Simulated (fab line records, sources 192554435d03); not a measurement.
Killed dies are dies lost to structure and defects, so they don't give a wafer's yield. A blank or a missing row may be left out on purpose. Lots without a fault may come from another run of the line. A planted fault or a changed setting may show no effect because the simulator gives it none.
Chamber matching | flow n5_finfet | N5_MOL_CONTACT_COAG_ETCH_67 on rie_diel-02: 4 sister chambers
The step etches SOC in N2/H2, target depth 60 nm, overetch 21 nm, time 101.2 s. 4 wafers are shown with their chamber, then 9 later ones without.

WAFERS WITH THEIR CHAMBER
wafer  | chamber | showerhead_plenum_p_Torr (Torr)
L087.3 | 2       | 2.70
L092.1 | 3       | 2.62
L092.3 | 0       | 2.43
L092.4 | 1       | 2.55

WAFERS WITHOUT THEIR CHAMBER
wafer  | showerhead_plenum_p_Torr (Torr)
L094.1 | 2.61
L094.3 | 2.69
L094.5 | 2.55
L095.4 | 2.61
L095.5 | 2.54
L095.6 | 2.42
L097.2 | 2.61
L097.3 | 2.54
L097.5 | 2.61

WHICH CHAMBER EACH WENT THROUGH
wafer  | from the rows above | in truth
L094.1 | 3                   | 3
L094.3 | 2                   | 2
L094.5 | 1                   | 1
L095.4 | 3                   | 3
L095.5 | 1                   | 1
L095.6 | 0                   | 0
L097.2 | 3                   | 3
L097.3 | 1                   | 1
L097.5 | 3                   | 3
Placed correctly: 9 of 9. Can't be placed from these rows: 0. Placed wrongly: 0.
How it was worked out, from the rows above alone: a wafer's distance from a chamber is the root of the sum, over the readings, of the square of ((its reading less the chamber's mean) divided by the reading's scatter). The wafer belongs to the nearest chamber; if the next one is less than 2 further off, it can't be placed. A chamber's mean is the mean of its shown wafers. The scatter: with one shown wafer a chamber, the root of the mean of the squares of how far each hidden wafer lies from its nearest shown one.
